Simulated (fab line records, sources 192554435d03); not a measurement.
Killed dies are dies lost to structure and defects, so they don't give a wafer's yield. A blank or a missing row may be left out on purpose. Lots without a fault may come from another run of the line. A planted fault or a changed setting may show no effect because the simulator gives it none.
fab line records | flow n5_finfet
record lots=7 wafers=20 last_day=17
route steps=1938 shown BEOL_M13@1701
lots that met no fault: from a run of the same line without faults
start_h: hours from the record's first day to the start of the lot's first wafer shown | wait_h: hours since the lot's step before | " the same as in the row above | L1.1+2: a row that stands for several wafers | - no value, or no start given | * or withheld: withheld | < > ~ a bound
route shown NAME@n: a module of which the file shows steps, and the number in the route of the first | usual: mean/standard deviation of fault-free wafers | same: alike in all rows | chamber/n: place in a boat | sites: the reading at each site | _std_site: their standard deviation | _edge_site: outer sites' mean less inner sites' | radius_mm: how far each site lies from the wafer's centre | mask NAME#n: copy n | behind: the tool/chamber that last shaped the wafer | hold: why the lot was held/for how many hours/how that ended | device: the transistor (n, p or np) that didn't switch | end of line: the same wafers' tests at the end of the route | a step without rows: its recipe alone | killed: dies lost to structure and defects at the first sort, not the wafer's yield | map: a wafer's dies, x killed, . not, _ none there
set.NAME: the setting as run; set.NAME@STEP: as run at that earlier step | model.NAME: the simulator's own value behind a step, which no gauge read
lots at some steps of the route; a table a step, a row a wafer
services: from which hour (start_h, from the record's first day; less than 0 if before it) a tool's chamber was out of use, for how many hours, and why
## steps
# step N5_BEOL_M13_PRECLEAN_39
# recipe chemistry=residue_remover time_s=60 temp_c=40
# step N5_BEOL_M13_SRD_40
# recipe time_s=30 temp_c=23 rinse_liquid=diw dry=n2_spin spin_rpm=1500 dry_time_s=30
# step N5_BEOL_M13_DEGAS_41
# recipe ambient=vacuum temp_c=250 time_s=60
# step N5_BEOL_M13_PRE_CLEAN_42
# recipe gas=H2/He time_s=30 temp_c=250
# usual heater_power_w=321/26
# columns lot.wafer tool chamber start_h wait_h heater_power_w
L276.2 pvd_sputter-01 - 261.09 0.0 304
L276.4 " - " " 331
L276.5 " - " " 299
L281.2 pvd_sputter-02 - 289.92 0.0 317
L281.5 " - " " 287
L281.6 " - " " 318
L289.3 pvd_sputter-02 - 346.69 0.0 318
L289.5 " - " " 302
L291.1 pvd_sputter-03 - 348.01 0.0 347
L291.3 " - " " 332
L291.6 " - " " 321
L292.4 pvd_sputter-02 - 356.08 0.0 288
L292.5 " - " " 289
L292.6 " - " " 322
L294.1 pvd_sputter-01 - 365.95 0.0 319
L294.3 " - " " 303
L294.6 " - " " 298
L295.2 pvd_sputter-03 - 378.00 0.0 342
L295.4 " - " " 284
L295.6 " - " " 291
# step N5_BEOL_M13_SPUTTER_43
# recipe material=TaN target_thk_a=150 temp_c=50 bias_v=168.6 power_w=15000 chamber_pressure_pa=0.12 time_s=24.19
# usual throttle_valve_pct=29.9/1.3
# columns lot.wafer tool chamber start_h wait_h throttle_valve_pct
L276.2 pvd_sputter-01 - 261.13 0.0 28.7
L276.4 " - " " 29.3
L276.5 " - " " 29.1
L281.2 pvd_sputter-02 - 289.96 0.0 29.8
L281.5 " - " " 27.0
L281.6 " - " " 28.5
L289.3 pvd_sputter-02 - 346.73 0.0 28.8
L289.5 " - " " 26.6
L291.1 pvd_sputter-03 - 348.05 0.0 32.1
L291.3 " - " " 30.0
L291.6 " - " " 30.0
L292.4 pvd_sputter-02 - 356.12 0.0 27.0
L292.5 " - " " 30.1
L292.6 " - " " 30.0
L294.1 pvd_sputter-01 - 365.99 0.0 31.4
L294.3 " - " " 28.9
L294.6 " - " " 28.9
L295.2 pvd_sputter-03 - 378.04 0.0 32.2
L295.4 " - " " 29.7
L295.6 " - " " 29.9
# step N5_BEOL_M13_SPUTTER_44
# recipe material=Ta target_thk_a=100 temp_c=50 bias_v=80 power_w=15000 chamber_pressure_pa=0.07 time_s=16.13
# step N5_BEOL_M13_SPUTTER_45
# recipe material=Cu target_thk_a=800 temp_c=-20 bias_v=60 power_w=26000 chamber_pressure_pa=0.13 time_s=13.33
# usual throttle_valve_pct=29.9/1.3
# columns lot.wafer tool chamber start_h wait_h throttle_valve_pct
L276.2 pvd_sputter-01 - 261.29 0.0 29.0
L276.4 " - " " 29.6
L276.5 " - " " 29.1
L281.2 pvd_sputter-02 - 290.12 0.0 29.7
L281.5 " - " " 27.1
L281.6 " - " " 28.8
L289.3 pvd_sputter-02 - 346.89 0.0 29.1
L289.5 " - " " 26.8
L291.1 pvd_sputter-03 - 348.21 0.0 31.8
L291.3 " - " " 30.0
L291.6 " - " " 30.0
L292.4 pvd_sputter-02 - 356.28 0.0 27.0
L292.5 " - " " 30.4
L292.6 " - " " 30.1
L294.1 pvd_sputter-01 - 366.15 0.0 31.1
L294.3 " - " " 28.9
L294.6 " - " " 28.7
L295.2 pvd_sputter-03 - 378.20 0.0 31.9
L295.4 " - " " 29.7
L295.6 " - " " 29.8
# step N5_BEOL_M13_ECD_47
# recipe material=Cu target_thk_a=9360
# step N5_BEOL_M13_ANNEAL_48
# recipe temp_c=225 time_s=90 ambient=N2
# usual wafer_temp_C_max=226.1/0.45
# columns lot.wafer tool chamber start_h wait_h wafer_temp_C_max
L276.2 rtp_anneal-02 0 261.62 0.2 225.5
L276.4 " 0 " " 225.5
L276.5 " 0 " " 225.8
L281.2 rtp_anneal-01 0 290.45 0.2 226.5
L281.5 " 0 " " 226.2
L281.6 " 0 " " 226.2
L289.3 rtp_anneal-01 0 347.48 0.4 226.5
L289.5 " 0 " " 226.7
L291.1 rtp_anneal-02 0 348.49 0.1 225.9
L291.3 " 0 " " 225.5
L291.6 " 0 " " 225.7
L292.4 rtp_anneal-01 0 356.96 0.5 226.4
L292.5 " 0 " " 226.2
L292.6 " 0 " " 226.6
L294.1 rtp_anneal-02 0 366.43 0.1 225.8
L294.3 " 0 " " 225.8
L294.6 " 0 " " 226.2
L295.2 rtp_anneal-01 0 378.53 0.2 226.5
L295.4 " 0 " " 226.3
L295.6 " 0 " " 226.7
# step N5_BEOL_M13_CMP_49
# recipe stop_on=SiOC t_overpolish_s=17.1 down_force_psi=1 platen_rpm=50 clearing_platen_down_force_psi=1.5 clearing_platen_rpm=50 post_cmp_clean=cu_alkaline target_thk_nm=420 clearing_platen_pad_velocity_m_s=0.99484 pad_velocity_m_s=0.99484
# usual barrier_field_endpoint_s=30.4/0.71 head_pressure_psi=1.0004/0.0025 motor_current_A=6.3/0.6 overpolish_run_s=17.101/0.0093
# columns lot.wafer tool chamber start_h wait_h barrier_field_endpoint_s head_pressure_psi motor_current_A overpolish_run_s
L276.4 cmp-03 3 261.87 0.1 29.5 0.9984 6.3 17.101
L276.2 " 0 " " 29.5 0.9974 6.4 17.087
L276.5 " 3 " " 29.7 0.9950 5.9 17.108
L281.2 cmp-04 2 290.77 0.3 30.2 1.0010 6.1 17.086
L281.5 " 0 " " 31.4 1.0006 6.7 17.092
L281.6 " 1 " " 29.9 1.0041 5.3 17.089
L289.3 cmp-02 2 347.74 0.2 31.7 0.9949 6.1 17.097
L289.5 " 1 " " 32.0 0.9982 6.3 17.097
L291.3 cmp-02 3 348.83 0.2 30.3 0.9987 5.4 17.111
L291.1 " 0 " " 30.2 0.9980 6.4 17.089
L291.6 " 2 " " 30.7 1.0012 6.3 17.089
L292.4 cmp-02 3 357.24 0.2 30.4 1.0015 5.6 17.088
L292.6 " 0 " " 30.1 0.9975 6.7 17.100
L292.5 " 1 " " 30.2 0.9998 6.4 17.083
L294.3 cmp-04 0 366.77 0.2 31.1 1.0014 7.3 17.097
L294.1 " 1 " " 30.3 1.0026 5.3 17.110
L294.6 " 0 " " 30.4 1.0009 7.2 17.096
L295.4 cmp-03 3 378.78 0.1 32.0 1.0059 6.1 17.097
L295.2 " 2 " " 30.3 0.9967 5.2 17.095
L295.6 " 0 " " 30.9 0.9971 6.4 17.088
# step N5_BEOL_M13_THK_MEAS_50
# recipe thk_meas_gauge=xrf reads=Cu_of_BEOL_M13_ECD_47
# usual M13_THK=397/7.9
# columns lot.wafer tool chamber start_h wait_h M13_THK[nm]
L276.2 film_metro-02 - 262.16 - 406
L276.4 " - " " 396
L276.5 " - " " 400
L281.2 film_metro-02 - 290.99 - 414
L281.5 " - " " 392
L281.6 " - " " 387
L289.3 film_metro-01 - 348.00 - 391
L289.5 " - " " 393
L291.1 film_metro-02 - 349.08 - 394
L291.3 " - " " 405
L291.6 " - " " 397
L292.4 film_metro-02 - 357.42 - 377
L292.5 " - " " 403
L292.6 " - " " 384
L294.1 film_metro-02 - 367.02 - 404
L294.3 " - " " 399
L294.6 " - " " 388
L295.2 film_metro-01 - 379.07 - 400
L295.4 " - " " 393
L295.6 " - " " 386
# step N5_BEOL_M13_PRE_CLEAN_52
# recipe gas=NH3 time_s=15 temp_c=withheld rf_power_w=300
# step N5_BEOL_M13_DEP_53
# recipe material=SiCN target_thk_a=500 temp_c=withheld precursor=3MS/NH3 pressure_torr=3 rf_w=675 time_s=17.8
# usual showerhead_plenum_p_Torr=4.150/0.012 throttle_valve_pct=18.1/0.83
# columns lot.wafer tool chamber start_h wait_h showerhead_plenum_p_Torr throttle_valve_pct model.SiCN_of_BEOL_M13_DEP_53.thk_nm
L276.2 pecvd-03 0 262.22 0.0 4.147 17.8 49.4
L276.4 " 0 " " 4.156 17.6 49.8
L276.5 " 2 " " 4.152 18.1 49.6
L281.2 pecvd-04 2 291.06 0.0 4.163 17.7 49.4
L281.5 " 1 " " 4.149 18.8 50.6
L281.6 " 0 " " 4.123 19.2 49.8
L289.3 pecvd-04 2 348.06 0.0 4.179 17.8 49
L289.5 " 1 " " 4.141 18.7 50.4
L291.1 pecvd-04 1 349.15 0.0 4.157 19.0 49.6
L291.3 " 0 " " 4.134 19.0 48.2
L291.6 " 2 " " 4.165 17.6 49.6
L292.4 pecvd-04 0 357.50 0.0 4.135 19.1 51
L292.5 " 2 " " 4.161 17.6 50.6
L292.6 " 1 " " 4.151 19.0 49.6
L294.1 pecvd-02 1 367.09 0.0 4.155 18.9 49.8
L294.3 " 0 " " 4.143 18.1 49.8
L294.6 " 2 " " 4.144 16.9 50.4
L295.2 pecvd-03 0 379.15 0.0 4.145 17.9 48.6
L295.4 " 1 " " 4.141 16.8 50
L295.6 " 0 " " 4.169 17.8 49.8
# step N5_BEOL_M13_RS_MEAS_54
# recipe thk_meas_gauge=four-point-probe reads=Cu_of_BEOL_M13_ECD_47+Ta_of_BEOL_M13_SPUTTER_44+TaN_of_BEOL_M13_SPUTTER_43
# usual M13_RS=0.0453/0.00094
# columns lot.wafer tool chamber start_h wait_h M13_RS[ohm/sq]
L276.2 film_metro-02 - 262.29 0.1 0.0441
L276.4 " - " " 0.0454
L276.5 " - " " 0.0447
L281.2 film_metro-01 - 291.12 0.1 0.0434
L281.5 " - " " 0.0456
L281.6 " - " " 0.0464
L289.3 film_metro-02 - 348.13 0.1 0.0464
L289.5 " - " " 0.0464
L291.1 film_metro-01 - 349.21 0.0 0.0453
L291.3 " - " " 0.0439
L291.6 " - " " 0.0449
L292.4 film_metro-01 - 357.55 0.0 0.0475
L292.5 " - " " 0.0442
L292.6 " - " " 0.0464
L294.1 film_metro-02 - 367.15 0.0 0.0444
L294.3 " - " " 0.0450
L294.6 " - " " 0.0460
L295.2 film_metro-01 - 379.23 0.1 0.0448
L295.4 " - " " 0.0457
L295.6 " - " " 0.0468
## services
# columns tool chamber start_h hours kind
pecvd-02 0 238.79 12.3 repair
cmp-03 - 249.92 4.0 pm
cmp-03 - 253.92 - consumable_replace:conditioner
cmp-03 - 253.92 - consumable_replace:pad
cmp-04 - 254.89 5.3 pm
pecvd-04 0 259.29 2.1 scheduled_down
cmp-03 - 269.87 0.8 repair
pecvd-04 0 272.73 8.0 repair
cmp-03 - 277.03 0.6 repair
pecvd-04 - 286.91 2.5 repair
cmp-03 - 290.48 0.4 repair
pecvd-04 2 305.03 5.5 scheduled_down
pecvd-03 - 305.30 1.0 repair
cmp-03 - 318.91 0.3 repair
pecvd-03 - 330.53 1.1 repair
cmp-02 - 333.85 0.5 repair
cmp-04 - 335.44 0.7 repair
pecvd-02 0 342.26 4.8 repair
cmp-03 - 358.35 1.5 repair
cmp-04 - 359.68 1.9 repair
cmp-02 - 366.59 1.7 repair
pecvd-04 - 374.48 1.1 repair
pecvd-03 2 377.92 5.5 scheduled_down
## key
first_sign none at tools or gauges
model_effect step=N5_BEOL_M13_DEP_53 value=SiCN_of_BEOL_M13_DEP_53.thk_nm without=50.55 struck=49.1
met_at N5_BEOL_M13_DEP_53
struck_wafers L289.3,L291.3,L291.6,L292.6
onset_between 291.06 348.06
fault kind=process_parameter_drift tool=pecvd-04 chamber=- onset_h=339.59 steps=N5_BEOL_M13_DEP_53 channel=time_s offset=* shape=step end_h=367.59 scope=struck_wafers_only acts_in=* stated=*
